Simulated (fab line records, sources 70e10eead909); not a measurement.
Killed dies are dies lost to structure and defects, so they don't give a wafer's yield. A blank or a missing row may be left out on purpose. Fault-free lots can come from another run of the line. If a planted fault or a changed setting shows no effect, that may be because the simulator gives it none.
What tool caused it? || flow nandHarc || Sampling: 13 lots, 38 wafers, 2 of 1302 route steps

## WHAT EACH GAUGE READ, for each wafer
NHARC_A_SLIT_CD_MEAS_09 targets a cd of 300 nm. Usual: 300.2 nm for cdNm, sd 0.52.
{"lot": "L397", "measured": "day 19 17:09", "on": "cdSem-02", "cdNm (nm)": "300.9 301.2 300.2", "flag": ""}
{"lot": "L401", "measured": "day 20 19:01", "on": "cdSem-03", "cdNm (nm)": "299.3 299.8 300.3", "flag": ""}
{"lot": "L400", "measured": "day 20 22:47", "on": "cdSem-03", "cdNm (nm)": "299.7 300.1 299.8", "flag": ""}
{"lot": "L402", "measured": "day 20 23:20", "on": "cdSem-03", "cdNm (nm)": "299.6 300.3 300.5", "flag": ""}
{"lot": "L404", "measured": "day 21 15:23", "on": "cdSem-03", "cdNm (nm)": "300.3 300.5 299.6", "flag": ""}
{"lot": "L403", "measured": "day 21 16:52", "on": "cdSem-01", "cdNm (nm)": "300.2 300.4 300.4", "flag": ""}
{"lot": "L405", "measured": "day 23 00:28", "on": "cdSem-01", "cdNm (nm)": "299.7 300.0 301.0", "flag": ""}
{"lot": "L407", "measured": "day 23 21:15", "on": "cdSem-01", "cdNm (nm)": "300.7 301.0 300.1", "flag": ""}
{"lot": "L409", "measured": "day 24 20:16", "on": "cdSem-03", "cdNm (nm)": "299.3 299.5 300.3", "flag": ""}
{"lot": "L411", "measured": "day 25 18:12", "on": "cdSem-01", "cdNm (nm)": "300.8 299.7", "flag": ""}
{"lot": "L412", "measured": "day 25 18:20", "on": "cdSem-03", "cdNm (nm)": "300.1 299.9 300.4", "flag": ""}
{"lot": "L419", "measured": "day 28 18:28", "on": "cdSem-03", "cdNm (nm)": "300.0 300.2 301.0", "flag": ""}
{"lot": "L420", "measured": "day 29 19:07", "on": "cdSem-03", "cdNm (nm)": "300.6 300.2 299.8", "flag": ""}

NHARC_A_SLIT_INSPECT_11. Usual: 62 for rawDefectCount, sd 28.
{"lot": "L397", "measured": "day 19 17:16", "on": "defectInspect-02", "rawDefectCount": "123 122 111", "flag": ""}
{"lot": "L401", "measured": "day 20 19:08", "on": "defectInspect-01", "rawDefectCount": "73 81 86", "flag": ""}
{"lot": "L400", "measured": "day 20 22:55", "on": "defectInspect-02", "rawDefectCount": "25 20 22", "flag": ""}
{"lot": "L402", "measured": "day 20 23:28", "on": "defectInspect-01", "rawDefectCount": "59 77 67", "flag": ""}
{"lot": "L404", "measured": "day 21 15:31", "on": "defectInspect-02", "rawDefectCount": "80 85 82", "flag": ""}
{"lot": "L403", "measured": "day 21 16:59", "on": "defectInspect-02", "rawDefectCount": "67 72 66", "flag": ""}
{"lot": "L405", "measured": "day 23 00:35", "on": "defectInspect-01", "rawDefectCount": "65 47 70", "flag": ""}
{"lot": "L407", "measured": "day 23 21:22", "on": "defectInspect-02", "rawDefectCount": "17 15 17", "flag": ""}
{"lot": "L409", "measured": "day 24 20:23", "on": "defectInspect-01", "rawDefectCount": "23 27 16", "flag": ""}
{"lot": "L411", "measured": "day 25 18:19", "on": "defectInspect-01", "rawDefectCount": "97 104", "flag": ""}
{"lot": "L412", "measured": "day 25 18:28", "on": "defectInspect-02", "rawDefectCount": "15 25 21", "flag": ""}
{"lot": "L419", "measured": "day 28 18:36", "on": "defectInspect-02", "rawDefectCount": "51 42 56", "flag": ""}
{"lot": "L420", "measured": "day 29 19:14", "on": "defectInspect-01", "rawDefectCount": "80 72 68", "flag": ""}

## TOOL THAT RAN EACH LOT (tool first, then ch and the chambers of the sampled wafers, then the start)
Before these readings, the record contains no process step.

## AS READ BY THE TOOLS THEMSELVES (means over the sampled wafers that have a number; for cases with no such wafer, the mark the record gives instead)
The record holds no such reading with a usual standard deviation.

## THE ANSWER, worked out from the rows above alone
Rule: take the mean of a lot's wafers that have a number; if it is more than 3 standard deviations from the usual mean, the lot is off. Also off: a lot with no number at a reading for which 4 or more lots have one. Where the step has rows for the other lots, those lots are counted as sound. Order of review: gauges by route order, followed by the tools' own readings, for which a lot's mean as printed above is used. At the first step where some lot is off, the reading lying furthest off is the one used; lots without a number count as furthest.
None of the lots is off at any reading shown; this tells nothing.

## WHAT THE SIMULATOR HAD INSERTED
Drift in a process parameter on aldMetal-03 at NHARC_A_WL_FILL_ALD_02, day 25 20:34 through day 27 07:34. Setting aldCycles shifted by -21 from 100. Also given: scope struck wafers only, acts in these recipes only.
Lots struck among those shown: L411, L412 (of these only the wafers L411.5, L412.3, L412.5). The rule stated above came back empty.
